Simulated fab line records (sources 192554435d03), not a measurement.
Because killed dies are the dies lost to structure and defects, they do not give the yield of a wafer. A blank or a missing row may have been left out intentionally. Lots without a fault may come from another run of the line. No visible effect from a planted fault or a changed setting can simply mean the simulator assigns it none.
What tool caused it? + flow n5Finfet + Sampling: 7 lots, 16 wafers, 3 of 1938 route steps

## WHAT EACH GAUGE READ, for each wafer
N5_FIN_SAQP_OVL_MEAS_17.
| lot  | measured    | on         | FIN_CORE_OVL (nm) |
|------|-------------|------------|-------------------|
| L300 | day 3 06:05 | overlay-01 | -1.4 0.4          |
| L302 | day 3 16:42 | overlay-02 | -1.4 -0.8         |
| L304 | day 4 04:08 | overlay-01 | -0.1 0.9          |
| L309 | day 5 09:48 | overlay-01 | 0.8 0.4           |
| L312 | day 6 03:29 | overlay-02 | -0.5 1.1          |
| L314 | day 6 15:30 | overlay-01 | -0.9 -1.2 -0.1    |
| L317 | day 7 09:32 | overlay-01 | 5.1 6.2 5.2       |

## TOOL THAT RAN EACH LOT (tool first, then ch and the chambers of the sampled wafers, then the start)
| lot  | N5_FIN_SAQP_PECVD_47           | N5_FIN_SAQP_EXPOSE_13            |
|------|--------------------------------|----------------------------------|
| L300 | pecvd-02 ch 1,2, day 3 04:10   | arfiScanner-02 ch 0, day 3 05:55 |
| L302 | pecvd-01 ch 2, day 3 16:00     | arfiScanner-03 ch 0, day 3 16:32 |
| L304 | pecvd-04 ch 0,1, day 4 03:28   | arfiScanner-01 ch 0, day 4 03:59 |
| L309 | pecvd-02 ch 1, day 5 09:06     | arfiScanner-03 ch 0, day 5 09:38 |
| L312 | pecvd-01 ch 1,2, day 6 02:47   | arfiScanner-01 ch 0, day 6 03:19 |
| L314 | pecvd-04 ch 0,2, day 6 14:55   | arfiScanner-03 ch 0, day 6 15:20 |
| L317 | pecvd-02 ch 0,1,2, day 7 08:59 | arfiScanner-01 ch 0, day 7 09:23 |
- N5_FIN_SAQP_PECVD_47: deposits a-Si from SiH4/He, target thk 45 nm, time 36.3 s.
- N5_FIN_SAQP_EXPOSE_13: exposes mask FIN CORE, target cd 35.6 nm.

## THE ANSWER, worked out from the rows above alone
Rule: the lots themselves supply what counts as usual. The widest of any qualifying gaps counts: lots, ordered by their means at a reading, are off when they make up no more than a third of the lots, leave a main group of 4 or more, and stand apart from it by 3 or more times the standard deviation of that group's means. The tables above print the reading to a certain number of digits; a main group whose means all agree to those digits is not used. Also off: a lot with no number at a reading for which 4 or more lots have one. Where the step has rows for the other lots, those lots are counted as sound.
Off: L317, seen at N5_FIN_SAQP_OVL_MEAS_17 (FIN_CORE_OVL). For the main group the mean is -0.2 nm and the standard deviation 0.64.
A tool fits if, at a process step before that reading, it ran every lot that is off, and no sound lot after the first of them. The gauges at N5_FIN_SAQP_OVL_MEAS_17 are tried like those tools. Can't be told from this: 3 tools fit, pecvd-02 at N5_FIN_SAQP_PECVD_47, arfiScanner-01 at N5_FIN_SAQP_EXPOSE_13, overlay-01 at N5_FIN_SAQP_OVL_MEAS_17.

## WHAT HAD BEEN PUT IN BY THE SIMULATOR
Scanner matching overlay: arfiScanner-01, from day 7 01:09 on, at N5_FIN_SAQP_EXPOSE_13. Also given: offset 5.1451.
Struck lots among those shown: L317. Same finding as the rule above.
